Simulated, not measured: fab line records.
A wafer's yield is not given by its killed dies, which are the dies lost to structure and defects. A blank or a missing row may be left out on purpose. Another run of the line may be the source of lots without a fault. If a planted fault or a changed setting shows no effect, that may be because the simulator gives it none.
A lot that was struck, set against a sound lot || flow n5_finfet || 21 out of 1938 route steps
Sound: these wafers, L359.1, L359.2, L359.3. Struck: wafers L377.1, L377.3, L377.4. At the end, the cause is stated.
For every step that has rows: the tool of each side, followed by ch and its chambers, followed by its first start. Under that, the readings that differ: sound wafers || struck wafers || difference of the means || sigmas: that difference in standard deviations of wafers without a fault.
alike: a reading whose means differ by less than 2 such deviations, as well as words and numbers matching on both sides. not compared: withheld readings; readings where some wafer has no value; bounds like >300 that might hide an equal value; numbers whose values overlap and for which the record gives no deviation.
Wherever a step has rows on one side only, a row that says differs or no value, or a row with sigmas, the two part there. Non-overlapping numbers with no deviation appear without sigmas and do not part them. Lack of a reading on every wafer of one side parts them only where that side has two or more wafers.

first, 1 step without rows for these wafers: N5_BEOL_M2_ANNEAL_87 (time 240 s).
N5_BEOL_M2_SPUTTER_88: material Cu, target thk 4.5 nm, time 8.29 s.
  sound on pvd_sputter-01 at day 7 22:10; struck on pvd_sputter-02 at day 12 12:49
  alike: throttle_valve_pct
then, 3 steps without rows for these wafers: N5_BEOL_M2_ANNEAL_89 (time 240 s); N5_BEOL_M2_SPUTTER_90 (material Cu, target thk 4.5 nm, time 8.29 s); N5_BEOL_M2_ANNEAL_91 (time 240 s).
N5_BEOL_M2_SPUTTER_92: material Cu, target thk 4.5 nm, time 8.29 s.
  sound on pvd_sputter-01 at day 7 22:36; struck on pvd_sputter-02 at day 12 13:19
  alike: throttle_valve_pct
then, 1 step without rows for these wafers: N5_BEOL_M2_ANNEAL_93 (time 240 s).
N5_BEOL_M2_SPUTTER_94: material Cu, target thk 4.5 nm, time 8.29 s.
  sound on pvd_sputter-01 at day 7 22:49; struck on pvd_sputter-02 at day 12 13:34
  alike: throttle_valve_pct
N5_BEOL_M2_ANNEAL_95: time 240 s.
  sound on pvd_sputter-01 at day 7 22:54; struck on pvd_sputter-02 at day 12 13:40
  alike: heater_power_w, susceptor_temp_C_max
then, 3 steps without rows for these wafers: N5_BEOL_M2_SPUTTER_96 (material Cu, target thk 4.5 nm, time 8.29 s); N5_BEOL_M2_ECD_50 (material Cu, target thk 300 nm); N5_BEOL_M2_ANNEAL_51 (time 90 s).
N5_BEOL_M2_CMP_52: polishes, stops on SiOC, t overpolish 6.8 s, target thk 40 nm.
  sound on cmp-02 ch 1,2,3, day 7 23:32; struck on cmp-04 ch 0,2,3, day 12 14:19
{"reading": "barrier_field_endpoint_s (s)", "sound": "25.1 24.5 24.1", "struck": "41.3 41.3 41.3", "difference": "+16.7", "sigmas": "+27"}
{"reading": "overpolish_run_s (s)", "sound": "6.794 6.797 6.802", "struck": "0.039 0.036 0.039", "difference": -6.760, "sigmas": "-99 or more"}
{"reading": "time_to_endpoint_s (s)", "sound": "63.6 59.9 60.4", "struck": "81.0 82.5 81.3", "difference": "+20.3", "sigmas": "+8"}
{"reading": "model.SiOC_of_BEOL_M2_ILD_DEP_00.thk_nm (nm)", "sound": "75 75.8 76", "struck": "78.6 77.4 78", "difference": "+2.4", "sigmas": ""}
  alike: motor_current_A
N5_BEOL_M2_THK_MEAS_53: measures by xrf.
  sound on film_metro-01 at day 7 23:49; struck on film_metro-02 at day 12 14:37
{"reading": "M2_THK (nm)", "sound": "38.5 39.3 39.8", "struck": "144.6 156.7 144.3", "difference": "+109.3", "sigmas": "+99 or more"}
then, 3 steps without rows for these wafers: N5_BEOL_M2_PRE_CLEAN_60 (time 15 s); N5_BEOL_M2_CO_CAP_55 (material Co, precursor CCTBA/H2, target thk 2 nm, time 102.1 s); N5_BEOL_M2_PRE_CLEAN_56 (time 15 s).
N5_BEOL_M2_DEP_57: deposits SiCN from 3MS/NH3, target thk 8 nm, time 14 s.
  sound on pecvd-01 ch 0,1,2, day 8 00:01; struck on pecvd-01 ch 1,2, day 12 14:49
  alike: showerhead_plenum_p_Torr, showerhead_vpp_V, throttle_valve_pct
N5_BEOL_M2_INSPECT_59: inspects for defects (darkfield).
  sound on defect_inspect-01 at day 8 00:07; struck on defect_inspect-02 at day 12 14:56
{"reading": "raw_defect_count", "sound": "108 41 47", "struck": "5936 5900 5946", "difference": "+5862", "sigmas": "+99 or more"}
N5_BEOL_M4_RC_MEAS_101:
  the record has rows for the sound wafers here (prober-02 ch 0, day 8 23:11) and none for the struck ones
-- record jumps: 5 days separate the struck wafers' starts on either side; left off in module BEOL_M4, taken up again in module PASSIVATION, whose first shown step is the route's number 1936 --
N5_PASSIVATION_PROBE_49:
  sound on prober-01 at day 13 11:35; struck on prober-01 at day 17 22:04
{"reading": "defect_limited_yield (%)", "sound": "92.2 92.3 92.8", "struck": "0 0 0", "difference": -92, "sigmas": -62}
{"reading": "killed_at_M0_to_M3", "sound": "27 31 25", "struck": "1117 1104 1110", "difference": "+1083", "sigmas": "+90"}
{"reading": "killed_dies", "sound": "92 91 85", "struck": "1180 1180 1180", "difference": "+1091", "sigmas": "+61"}
{"reading": "killed_on_rim", "sound": "9 12 10", "struck": "152 152 152", "difference": "+142", "sigmas": "+31"}
{"reading": "sort_n_pass", "sound": "1088 1089 1095", "struck": "0 0 0", "difference": -1091, "sigmas": -61}
{"reading": "sort_yield_pct (%)", "sound": "92.2 92.3 92.8", "struck": "0 0 0", "difference": -92, "sigmas": -62}
  alike: killed_at_M4_up, killed_at_contacts, killed_at_front_end, killed_at_other, killed_open, killed_short, sort_bin_5_function, sort_bin_6_memory

## WHERE THEY PART
At N5_BEOL_M2_CMP_52 first; at N5_PASSIVATION_PROBE_49 last (within this record only).

WHY: what had been put in by the simulator
Drift in process parameters on cmp-04 at N5_BEOL_M2_CMP_52, starting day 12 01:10. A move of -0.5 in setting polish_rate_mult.
